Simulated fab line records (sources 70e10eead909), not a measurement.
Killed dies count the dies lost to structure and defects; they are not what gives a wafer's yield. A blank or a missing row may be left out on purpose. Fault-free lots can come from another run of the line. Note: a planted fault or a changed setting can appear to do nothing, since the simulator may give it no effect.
fab line records | flow nandHarc
record lots=6 wafers=16 lastDay=25
route steps=1159 shown A_CHANNEL_HOLE_D1@457
lots untouched by any fault: they come from a run of this same line in which no faults occurred
startH: hours from the record's first day to the start of the lot's first wafer shown | waitH: hours elapsed since this lot's preceding step | " as in the row above | L1.1+2: one row covering several wafers at once | - value missing, or start not given | * or withheld: withheld | < > ~ a bound
route shown NAME@n: a module of which the file shows steps, and the number in the route of the first | usual: mean/standard deviation taken from wafers without a fault | same: alike in all rows | chamber/n: place in a boat | sites: per-site readings | _std_site: how widely they spread, as a standard deviation | _edge_site: inner sites' mean taken away from outer sites' mean | radiusMm: how far each site lies from the wafer's centre | mask NAME#n: copy n | behind: tool/chamber where the wafer was last shaped | hold: cause of the lot's hold/its duration in hours/its outcome | device: which transistor (n, p or np) failed to switch | end of line: the route-end tests of the same wafers | a step without rows: its recipe alone | killed: not the wafer's yield, but the dies lost to structure and defects at the first sort | map: a wafer's dies, x killed, . not, _ none there
set.NAME: the setting the step ran with; set.NAME@STEP: the setting that earlier step ran with | model.NAME: the simulator's own value behind a step, which no gauge read
lots at selected steps of the route; one table per step, one row per wafer
services: when a tool's chamber went out of use (startH, in hours from the record's first day, below 0 if earlier), for how many hours, and the reason
## steps
# step NHARC_A_CHANNEL_HOLE_D1_SOFTBAKE_05
# recipe tempC=105 timeS=55
# step NHARC_A_CHANNEL_HOLE_D1_EBR_06
# step NHARC_A_CHANNEL_HOLE_D1_EXPOSE_07
# recipe na=1.35 targetCdNm=100 sigmaOuter=0.3 doseMj=59.65 maskId=HOLE_D1
# step NHARC_A_CHANNEL_HOLE_D1_PEB_08
# recipe pebTempC=100 pebTimeS=65
# step NHARC_A_CHANNEL_HOLE_D1_DEVELOP_09
# recipe developTimeS=35 devTempC=23
# step NHARC_A_CHANNEL_HOLE_D1_CD_MEAS_10
# recipe targetCdNm=100 landingEnergyEv=500
# usual cdNm=100.1/0.36
# columns lot.wafer tool chamber startH waitH cdNm
L984.3 cdSem-02 0 192.35 - 100.2
L984.4 " 0 " " 100.7
L984.6 " 0 " " 100.8
L985.2 cdSem-02 0 192.80 - 100.1
L985.5 " 0 " " 99.9
L985.6 " 0 " " 99.9
L993.2 cdSem-03 0 255.70 - 99.8
L993.3 " 0 " " 100.2
L996.2 cdSem-02 0 269.00 - 99.9
L996.3 " 0 " " 99.9
L101.3 cdSem-02 0 280.08 - 99.9
L101.4 " 0 " " 100.2
L101.5 " 0 " " 99.9
L105.3 cdSem-01 0 313.16 - 100.2
L105.5 " 0 " " 99.7
L105.6 " 0 " " 100.0
# step NHARC_A_CHANNEL_HOLE_D1_OVL_MEAS_11
# usual overlayXNm=-0.3/0.89 overlayYNm=-0.1/0.85
# columns lot.wafer tool chamber startH waitH overlayXNm overlayYNm
L984.3 overlay-02 - 192.44 - -0.6 1.9
L984.4 " - " " -0.8 2.0
L984.6 " - " " -1.6 1.8
L985.2 overlay-02 - 192.88 - -0.4 -0.4
L985.5 " - " " -1.2 0.2
L985.6 " - " " -0.5 -0.1
L993.2 overlay-01 - 255.79 - -0.8 -1.6
L993.3 " - " " -0.7 -1.6
L996.2 overlay-02 - 269.08 - -0.2 -0.6
L996.3 " - " " -0.1 -0.5
L101.3 overlay-01 - 280.16 - -0.5 -0.3
L101.4 " - " " -0.3 -0.6
L101.5 " - " " -0.6 -1.0
L105.3 overlay-02 - 313.24 - 0.5 0.0
L105.5 " - " " 1.1 0.1
L105.6 " - " " 0.6 -0.2
# step NHARC_A_CHANNEL_HOLE_D1_INSPECT_12
# usual rawDefectCount=5.1/2.7
# columns lot.wafer tool chamber startH waitH rawDefectCount
L984.3 defectInspect-01 - 192.47 0.0 7
L984.4 " - " " 3
L984.6 " - " " 4
L985.2 defectInspect-02 - 192.92 0.0 5
L985.5 " - " " 1
L985.6 " - " " 5
L993.2 defectInspect-02 - 255.82 0.0 4
L993.3 " - " " 8
L996.2 defectInspect-02 - 269.12 0.0 5
L996.3 " - " " 1
L101.3 defectInspect-02 - 280.20 0.0 2
L101.4 " - " " 6
L101.5 " - " " 4
L105.3 defectInspect-01 - 313.28 0.0 5
L105.5 " - " " 7
L105.6 " - " " 3
# step NHARC_A_CHANNEL_HOLE_D1_DESCUM_15
# recipe timeS=3 o2FlowSccm=200 arFlowSccm=0 biasPowerW=0 chemistry=O2
# usual drypumpMotorCurrentA=5.39/0.29 oesProductAu=0.999/0.0081 rfVppV=57.8/0.88 showerheadPlenumPTorr=1.91/0.08 throttleValvePct=11.311/0.0078
# same biasPowerW=0
# columns lot.wafer tool chamber startH waitH drypumpMotorCurrentA oesProductAu rfHoursCounterH rfVppV showerheadPlenumPTorr throttleValvePct
L984.4 rieDiel-03 3 192.53 0.1 5.47 0.988 9 58.1 1.98 11.303
L984.3 " 2 " " 5.34 0.990 10 57.8 1.78 11.307
L984.6 " 0 " " 5.00 0.999 - 56.7 1.88 11.309
L985.2 rieDiel-07 2 192.98 0.1 5.37 0.990 10 58.3 1.91 11.310
L985.6 " 2 " " 5.34 1.001 - 58.5 1.92 11.311
L985.5 " 3 " " 4.91 0.990 - 59.0 2.00 11.319
L993.3 rieDiel-07 2 255.88 0.1 5.34 1.007 1 59.5 1.91 11.316
L993.2 " 0 " " 5.48 1.017 2 58.4 1.86 11.311
L996.3 rieDiel-07 1 269.19 0.1 5.58 0.999 3 57.5 2.01 11.314
L996.2 " 2 " " 5.36 0.998 3 58.1 1.91 11.318
L101.4 rieDiel-01 3 280.26 0.1 5.93 1.009 10 58.8 1.95 11.303
L101.3 " 0 " " 5.60 1.012 9 59.5 1.95 11.308
L101.5 " 3 " " 5.94 1.012 - 57.7 1.95 11.314
L105.3 rieDiel-03 0 313.34 0.1 5.01 1.012 6 57.6 1.88 11.318
L105.6 " 3 " " 5.47 0.997 - 57.8 1.98 11.308
L105.5 " 0 " " 5.00 1.008 - 57.2 1.88 11.312
# step NHARC_A_CHANNEL_HOLE_D1_ETCH_38
# recipe targetDepthA=390 overEtchFrac=0.3 timeS=65 ionEnergyEv=80 cf4FlowSccm=150 arFlowSccm=0 rfW=300 biasW=100 chemistry=CF4
# usual cf4FlowSccm=149.9/0.45 drypumpMotorCurrentA=5.40/0.29 oesProductAu=0.999/0.0077 rfVppV=151.3/1.1 runLengthS=86.3/0.39 showerheadPlenumPTorr=1.76/0.068 throttleValvePct=13.283/0.0096
# columns lot.wafer tool chamber startH waitH cf4FlowSccm drypumpMotorCurrentA oesProductAu rfHoursCounterH rfVppV runLengthS showerheadPlenumPTorr throttleValvePct
L984.3 rieDiel-03 2 192.62 0.1 149.5 5.33 1.001 10 150.1 86.5 1.66 13.288
L984.4 " 0 " " 150.7 5.02 1.001 8 150.2 85.8 1.74 13.293
L984.6 " 2 " " 149.5 5.34 0.995 - 149.8 86.4 1.66 13.274
L985.2 rieDiel-07 2 193.08 0.1 149.8 5.34 0.995 10 151.9 86.0 1.77 13.291
L985.5 " 3 " " 150.5 4.92 0.989 - 151.5 86.5 1.84 13.293
L985.6 " 0 " " 150.5 5.47 0.993 - 152.1 86.7 1.72 13.293
L993.2 rieDiel-07 2 255.98 0.1 150.1 5.34 1.003 1 153.7 86.0 1.77 13.282
L993.3 " 3 " " 150.0 4.89 1.002 2 152.3 86.5 1.84 13.276
L996.3 rieDiel-07 0 269.28 0.1 149.8 5.48 1.004 3 151.2 86.3 1.72 13.289
L996.2 " 1 " " 150.1 5.62 0.999 3 151.4 85.8 1.85 13.285
L101.3 rieDiel-01 3 280.34 0.1 149.6 5.94 1.003 10 151.9 85.8 1.80 13.290
L101.4 " 1 " " 149.6 5.34 0.998 9 151.0 86.9 1.72 13.277
L101.5 " 3 " " 149.9 5.97 0.998 - 150.6 85.9 1.80 13.296
L105.3 rieDiel-03 1 313.44 0.1 149.6 5.73 0.993 5 149.5 86.2 1.65 13.269
L105.5 " 2 " " 150.2 5.36 1.004 - 150.8 86.0 1.65 13.296
L105.6 " 3 " " 149.5 5.51 0.996 - 151.8 85.8 1.83 13.279
# step NHARC_A_CHANNEL_HOLE_D1_ETCH_39
# recipe targetDepthA=2600 overEtchFrac=0.3 timeS=325 ionEnergyEv=200 n2FlowSccm=150 h2FlowSccm=150 arFlowSccm=0 rfW=400 biasW=150 chemistry=N2/H2
# usual drypumpMotorCurrentA=5.38/0.29 oesProductAu=0.998/0.0079 rfVppV=430.3/2.5 runLengthS=346.3/0.37 showerheadPlenumPTorr=2.03/0.087 throttleValvePct=14.170/0.0095
# columns lot.wafer tool chamber startH waitH drypumpMotorCurrentA oesProductAu rfHoursCounterH rfVppV runLengthS showerheadPlenumPTorr throttleValvePct
L984.3 rieDiel-03 0 - - 5.01 0.992 8 428.4 345.7 2.00 14.171
L984.4 " 1 " " 5.72 1.001 8 426.7 346.2 1.90 14.163
L984.6 " 0 " " 5.00 1.001 - 429.3 345.7 2.00 14.171
L985.2 rieDiel-07 3 - - 4.89 0.986 10 434.1 346.4 2.13 14.165
L985.6 " 2 " " 5.32 0.998 - 431.1 346.1 2.04 14.170
L985.5 " 3 " " 4.91 0.992 - 434.2 346.9 2.13 14.175
L993.2 rieDiel-07 1 - - 5.62 0.987 2 432.1 345.8 2.15 14.157
L993.3 " 0 " " 5.50 1.003 2 427.5 346.6 1.98 14.172
L996.3 rieDiel-07 2 - - 5.36 0.996 3 429.5 346.5 2.04 14.158
L996.2 " 0 " " 5.50 1.003 3 430.0 346.4 1.98 14.182
L101.3 rieDiel-01 1 - - 5.35 0.996 9 429.7 346.3 1.98 14.180
L101.4 " 3 " " 6.00 1.012 10 431.2 345.7 2.07 14.164
L101.5 " 1 " " 5.37 1.000 - 428.8 346.5 1.98 14.158
L105.3 rieDiel-03 3 - - 5.44 0.994 6 431.7 346.0 2.11 14.153
L105.6 " 2 " " 5.34 1.016 - 427.8 345.9 1.89 14.175
L105.5 " 3 " " 5.46 0.993 - 432.8 346.1 2.11 14.177
# step NHARC_A_CHANNEL_HOLE_D1_ETCH_34
# recipe targetDepthA=1540 timeS=77 cf4FlowSccm=100 chf3FlowSccm=30 arFlowSccm=0 rfW=500 biasW=200 chemistry=CF4/CHF3
# usual cf4FlowSccm=100.01/0.29 chf3FlowSccm=29.98/0.074 drypumpMotorCurrentA=5.37/0.3 oesProductAu=0.952/0.022 rfVppV=370.5/2.2 runLengthS=98.3/0.41 showerheadPlenumPTorr=1.57/0.06 throttleValvePct=16.802/0.0098
# columns lot.wafer tool chamber startH waitH cf4FlowSccm chf3FlowSccm drypumpMotorCurrentA oesProductAu rfHoursCounterH rfVppV runLengthS showerheadPlenumPTorr throttleValvePct
L984.3 rieDiel-03 1 - - 100.44 29.94 5.72 0.928 9 367.1 98.6 1.47 16.790
L984.4 " 2 " " 99.95 30.02 5.35 0.925 10 368.0 97.9 1.47 16.803
L984.6 " 2 " " 99.63 29.89 5.33 0.925 - 366.3 98.6 1.47 16.806
L985.2 rieDiel-07 3 - - 99.92 29.90 4.92 0.949 10 373.0 98.6 1.64 16.813
L985.6 " 2 " " 100.12 29.95 5.39 0.967 - 370.4 98.0 1.57 16.798
L985.5 " 3 " " 99.83 29.81 4.89 0.965 - 372.4 98.7 1.64 16.796
L993.2 rieDiel-07 1 - - 100.37 30.09 5.59 0.972 2 373.5 97.9 1.65 16.801
L993.3 " 2 " " 99.76 29.91 5.38 0.962 2 371.1 98.3 1.57 16.818
L996.3 rieDiel-07 3 - - 100.24 30.00 4.90 0.970 3 372.4 98.8 1.64 16.797
L996.2 " 1 " " 99.57 30.19 5.62 0.961 3 373.8 98.0 1.65 16.802
L101.4 rieDiel-01 1 - - 100.13 30.06 5.32 0.984 9 369.4 98.5 1.53 16.811
L101.3 " 3 " " 100.13 29.95 5.97 0.969 10 370.4 97.8 1.60 16.796
L101.5 " 1 " " 99.56 30.00 5.36 0.989 - 369.5 98.6 1.53 16.817
L105.3 rieDiel-03 3 - - 100.35 29.93 5.42 0.948 6 373.7 98.2 1.63 16.805
L105.5 " 0 " " 100.12 30.01 5.01 0.968 - 368.6 98.0 1.55 16.794
L105.6 " 1 " " 99.68 29.92 5.71 0.971 - 366.9 98.4 1.47 16.812
# step NHARC_A_CHANNEL_HOLE_D1_ETCH_16
# recipe targetDepthA=31000 overEtchFrac=0.3 timeS=806 ionEnergyEv=150 o2FlowSccm=400 cosFlowSccm=20 arFlowSccm=0 rfW=500 biasW=300 chemistry=O2/COS
# usual drypumpMotorCurrentA=5.39/0.29 oesProductAu=0.999/0.008 rfVppV=314.0/1.8 runLengthS=827.3/0.41 showerheadPlenumPTorr=3.11/0.12 throttleValvePct=28.330/0.0084
# columns lot.wafer tool chamber startH waitH drypumpMotorCurrentA oesProductAu rfHoursCounterH rfVppV runLengthS showerheadPlenumPTorr throttleValvePct
L984.3 rieDiel-03 0 193.06 - 5.02 1.001 8 313.8 826.7 3.07 28.342
L984.4 " 2 " " 5.38 0.990 10 311.5 827.1 2.92 28.340
L984.6 " 0 " " 5.02 0.992 - 314.4 826.6 3.07 28.322
L985.2 rieDiel-07 0 193.53 - 5.49 0.993 9 313.4 827.8 3.04 28.330
L985.5 " 0 " " 5.48 0.999 - 312.5 827.6 3.04 28.333
L985.6 " 1 " " 5.62 0.994 - 316.7 826.8 3.27 28.328
L993.3 rieDiel-07 2 256.47 - 5.37 1.002 2 315.4 827.2 3.12 28.314
L993.2 " 3 " " 4.94 1.014 2 316.3 612.7 3.25 28.328
L996.3 rieDiel-07 2 269.71 - 5.41 0.997 3 314.4 827.0 3.12 28.317
L996.2 " 1 " " 5.58 0.996 3 316.5 612.0 3.27 28.331
L101.3 rieDiel-01 3 280.78 - 5.98 1.002 10 315.3 826.8 3.17 28.328
L101.4 " 0 " " 5.59 0.996 9 314.6 828.7 3.18 28.327
L101.5 " 3 " " 5.96 1.004 - 315.2 826.9 3.17 28.337
L105.3 rieDiel-03 2 313.86 - 5.39 0.988 5 312.3 826.9 2.92 28.342
L105.5 " 2 " " 5.37 0.992 - 311.5 827.3 2.92 28.328
L105.6 " 3 " " 5.39 0.987 - 317.4 826.7 3.23 28.332
# step NHARC_A_CHANNEL_HOLE_D1_CD_MEAS_18
# usual cdNm=99.1/1.5
# columns lot.wafer tool chamber startH waitH cdNm
L984.3 cdSem-02 - 193.64 - 98.2
L984.4 " - " " 101.1
L984.6 " - " " 99.2
L985.2 cdSem-02 - 194.11 - 99.4
L985.5 " - " " 98.7
L985.6 " - " " 96.1
L993.2 cdSem-03 - 256.99 - 96.3
L993.3 " - " " 97.9
L996.2 cdSem-03 - 270.29 - 94.8
L996.3 " - " " 103.3
L101.3 cdSem-02 - 281.37 - 99.7
L101.4 " - " " 98.8
L101.5 " - " " 99.9
L105.3 cdSem-01 - 314.45 - 100.2
L105.5 " - " " 100.5
L105.6 " - " " 97.8
## services
# columns tool chamber startH hours kind
rieDiel-01 2 169.09 25.7 repair
rieDiel-01 - 179.47 0.5 repair
rieDiel-07 0 182.73 - clean
rieDiel-07 1 182.73 - clean
rieDiel-07 2 182.73 - clean
rieDiel-07 3 182.73 - clean
rieDiel-07 3 195.03 1.2 repair
rieDiel-07 0 207.23 - clean
rieDiel-07 1 207.23 - clean
rieDiel-07 2 207.23 - clean
rieDiel-07 3 207.23 - clean
rieDiel-03 - 215.30 9.0 pm
rieDiel-07 - 228.46 9.0 pm
rieDiel-07 0 228.46 9.0 ventCycle
rieDiel-07 1 228.46 9.0 ventCycle
rieDiel-07 2 228.46 9.0 ventCycle
rieDiel-07 3 228.46 9.0 ventCycle
rieDiel-07 0 237.46 - clean
rieDiel-07 1 237.46 - clean
rieDiel-07 2 237.46 - clean
rieDiel-07 3 237.46 - clean
rieDiel-07 0 261.96 - clean
rieDiel-03 2 301.21 11.3 repair
rieDiel-03 1 305.65 7.5 repair
## key
firstSign step=NHARC_A_CHANNEL_HOLE_D1_ETCH_16 reading=runLengthS direction=down sigmas=99+ usual=* struck=*
effect none on later readings
metAt NHARC_A_CHANNEL_HOLE_D1_ETCH_16
struckWafers L993.2,L996.2
laterRowsLeftOut L993.2,L996.2
sortLeftOut L993.2,L996.2
testerLeftOut L993,L996
onsetBetween 193.53 256.47
fault kind=processParameterDrift tool=rieDiel-07 chamber=- onsetH=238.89 steps=NHARC_A_CHANNEL_HOLE_D1_ETCH_16 channel=timeS offset=* shape=step endH=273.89 scope=struckWafersOnly actsIn=* stated=*
# testerLeftOut: of these lots the tester's yield and bins aren't shown, on N5 and GAA mostly nor the transistor test; their killed dies are dies lost to structure and defects alone, not to doping, threshold or leakage, so they don't give the yield
# sortLeftOut: the simulated sort isn't trusted on such a fault, so these wafers' sort isn't shown, and their yield isn't known
# laterRowsLeftOut: the simulator's readings of these wafers behind a module that went badly wrong aren't trusted and aren't shown, but for the sort
